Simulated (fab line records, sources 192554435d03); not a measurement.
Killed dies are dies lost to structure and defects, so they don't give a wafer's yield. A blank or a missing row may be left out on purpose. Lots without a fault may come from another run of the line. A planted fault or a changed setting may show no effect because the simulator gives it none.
Which tool did it? | flow n5_finfet | 12 lots, 36 wafers sampled, at 4 steps of a route of 1938

WHAT THE GAUGES READ, wafer by wafer
The record holds no reading of a measuring or inspecting step that can be judged against a usual standard deviation.

WHICH TOOL RAN EACH LOT (tool, then ch and the chambers of the sampled wafers, then the start)
lot  | N5_BEOL_M10_SPUTTER_48       | N5_BEOL_M10_ANNEAL_51            | N5_BEOL_M11_HM_DEP_02        | N5_BEOL_M11_COAT_22
L548 | pvd_sputter-02, day 9 22:23  | rtp_anneal-01 ch 0, day 9 22:41  | pvd_sputter-03, day 10 00:22 | litho_track-05 ch 0, day 10 03:26
L547 | pvd_sputter-02, day 10 13:51 | rtp_anneal-02 ch 0, day 10 14:08 | pvd_sputter-03, day 10 16:11 | litho_track-03 ch 0, day 10 18:20
L550 | pvd_sputter-02, day 10 13:56 | rtp_anneal-01 ch 0, day 10 14:15 | pvd_sputter-03, day 10 16:24 | litho_track-05 ch 0, day 10 18:20
L549 | pvd_sputter-03, day 10 15:49 | rtp_anneal-02 ch 0, day 10 16:02 | pvd_sputter-01, day 10 19:09 | litho_track-01 ch 0, day 10 20:37
L552 | pvd_sputter-03, day 11 02:16 | rtp_anneal-02 ch 0, day 11 02:41 | pvd_sputter-02, day 11 04:38 | litho_track-05 ch 0, day 11 06:10
L551 | pvd_sputter-01, day 11 03:01 | rtp_anneal-02 ch 0, day 11 03:26 | pvd_sputter-03, day 11 06:07 | litho_track-05 ch 0, day 11 08:17
L554 | pvd_sputter-02, day 11 16:14 | rtp_anneal-01 ch 0, day 11 16:51 | pvd_sputter-03, day 11 19:01 | litho_track-01 ch 0, day 11 20:22
L560 | pvd_sputter-01, day 13 23:38 | rtp_anneal-02 ch 0, day 14 00:01 | pvd_sputter-02, day 14 03:10 | litho_track-05 ch 0, day 14 04:17
L564 | pvd_sputter-02, day 14 14:35 | rtp_anneal-02 ch 0, day 14 14:52 | pvd_sputter-02, day 14 17:25 | litho_track-05 ch 0, day 14 18:31
L566 | pvd_sputter-01, day 15 02:24 | rtp_anneal-01 ch 0, day 15 04:05 | pvd_sputter-03, day 15 06:29 | litho_track-03 ch 0, day 15 08:20
L565 | pvd_sputter-03, day 15 06:24 | rtp_anneal-01 ch 0, day 15 06:46 | pvd_sputter-03, day 15 09:23 | litho_track-01 ch 0, day 15 11:04
L568 | pvd_sputter-01, day 15 11:15 | rtp_anneal-01 ch 0, day 15 11:29 | pvd_sputter-03, day 15 13:01 | litho_track-01 ch 0, day 15 14:40
- N5_BEOL_M10_SPUTTER_48: material Cu, target thk 12 nm, time 2 s.
- N5_BEOL_M10_ANNEAL_51: time 90 s.
- N5_BEOL_M11_HM_DEP_02: deposits TiN, target thk 20 nm.
- N5_BEOL_M11_COAT_22: resist thk 90 nm.

WHAT THE TOOLS THEMSELVES READ (means of the sampled wafers that have a number; where no wafer has one, the mark that the record gives instead)
N5_BEOL_M10_SPUTTER_48. Usual: cathode_dc_power_W 26001 W, standard deviation 4.8; throttle_valve_pct 30.1 %, standard deviation 1.3.
lot  | tool           | cathode_dc_power_W (W) | throttle_valve_pct (%) | flag
L548 | pvd_sputter-02 | 26001                  | 29.3                   |
L547 | pvd_sputter-02 | 26001                  | 29.6                   |
L550 | pvd_sputter-02 | 26001                  | 29.5                   |
L549 | pvd_sputter-03 | 25997                  | 29.2                   |
L552 | pvd_sputter-03 | 25995                  | 29.6                   |
L551 | pvd_sputter-01 | 26005                  | 29.7                   |
L554 | pvd_sputter-02 | 26003                  | 29.1                   |
L560 | pvd_sputter-01 | 26002                  | 30.8                   |
L564 | pvd_sputter-02 | 25999                  | 29.7                   |
L566 | pvd_sputter-01 | 26006                  | 30.8                   |
L565 | pvd_sputter-03 | 26000                  | 30.9                   |
L568 | pvd_sputter-01 | 26000                  | 29.8                   |

N5_BEOL_M10_ANNEAL_51. Usual: wafer_temp_C_max 226.19, standard deviation 0.27.
lot  | tool          | wafer_temp_C_max | flag
L548 | rtp_anneal-01 | 226.15           |
L547 | rtp_anneal-02 | 226.33           |
L550 | rtp_anneal-01 | 225.94           |
L549 | rtp_anneal-02 | 226.43           |
L552 | rtp_anneal-02 | 226.40           |
L551 | rtp_anneal-02 | 226.33           |
L554 | rtp_anneal-01 | 226.01           |
L560 | rtp_anneal-02 | 226.26           |
L564 | rtp_anneal-02 | 226.39           |
L566 | rtp_anneal-01 | 226.14           |
L565 | rtp_anneal-01 | 226.08           |
L568 | rtp_anneal-01 | 225.75           |

N5_BEOL_M11_HM_DEP_02. Usual: throttle_valve_pct 29.8 %, standard deviation 1.2.
lot  | tool           | throttle_valve_pct (%) | flag
L548 | pvd_sputter-03 | 29.8                   |
L547 | pvd_sputter-03 | 29.7                   |
L550 | pvd_sputter-03 | 29.9                   |
L549 | pvd_sputter-01 | 29.9                   |
L552 | pvd_sputter-02 | 29.2                   |
L551 | pvd_sputter-03 | 29.5                   |
L554 | pvd_sputter-03 | 30.5                   |
L560 | pvd_sputter-02 | 30.0                   |
L564 | pvd_sputter-02 | 29.3                   |
L566 | pvd_sputter-03 | 30.3                   |
L565 | pvd_sputter-03 | 29.9                   |
L568 | pvd_sputter-03 | 29.9                   |

N5_BEOL_M11_COAT_22. Usual: spin_speed_rpm 1500.2 rpm, standard deviation 0.95.
lot  | tool           | spin_speed_rpm (rpm) | flag
L548 | litho_track-05 | 1500.1               |
L547 | litho_track-03 | 1501.2               |
L550 | litho_track-05 | 1499.9               |
L549 | litho_track-01 | 1499.8               |
L552 | litho_track-05 | 1501.1               |
L551 | litho_track-05 | 1500.1               |
L554 | litho_track-01 | 1500.1               |
L560 | litho_track-05 | 1255.5               | OFF
L564 | litho_track-05 | 1254.4               | OFF
L566 | litho_track-03 | 1500.5               |
L565 | litho_track-01 | 1501.3               |
L568 | litho_track-01 | 1500.6               |

THE ANSWER, worked out from the rows above alone
Rule: a lot is off if the mean of its wafers that have a number lies more than 3 standard deviations from the usual mean. A lot without any number at a reading at which 4 lots or more have one is off too. The other lots that the step has rows for count as sound. The gauges are gone through in route order, then the tools' own readings, and for those a lot's mean is taken as printed above. The first step at which some lot is off is used, and at that step the reading that is off furthest; a lot without a number counts as furthest.
Off: L560, L564, at N5_BEOL_M11_COAT_22 (spin_speed_rpm).
A tool fits if, at that step or a process step before it, it ran every lot that is off, and no sound lot after the first of them. Can't be told from this: 3 tools fit, rtp_anneal-02 at N5_BEOL_M10_ANNEAL_51, pvd_sputter-02 at N5_BEOL_M11_HM_DEP_02, litho_track-05 at N5_BEOL_M11_COAT_22.

WHAT THE SIMULATOR HAD PUT IN
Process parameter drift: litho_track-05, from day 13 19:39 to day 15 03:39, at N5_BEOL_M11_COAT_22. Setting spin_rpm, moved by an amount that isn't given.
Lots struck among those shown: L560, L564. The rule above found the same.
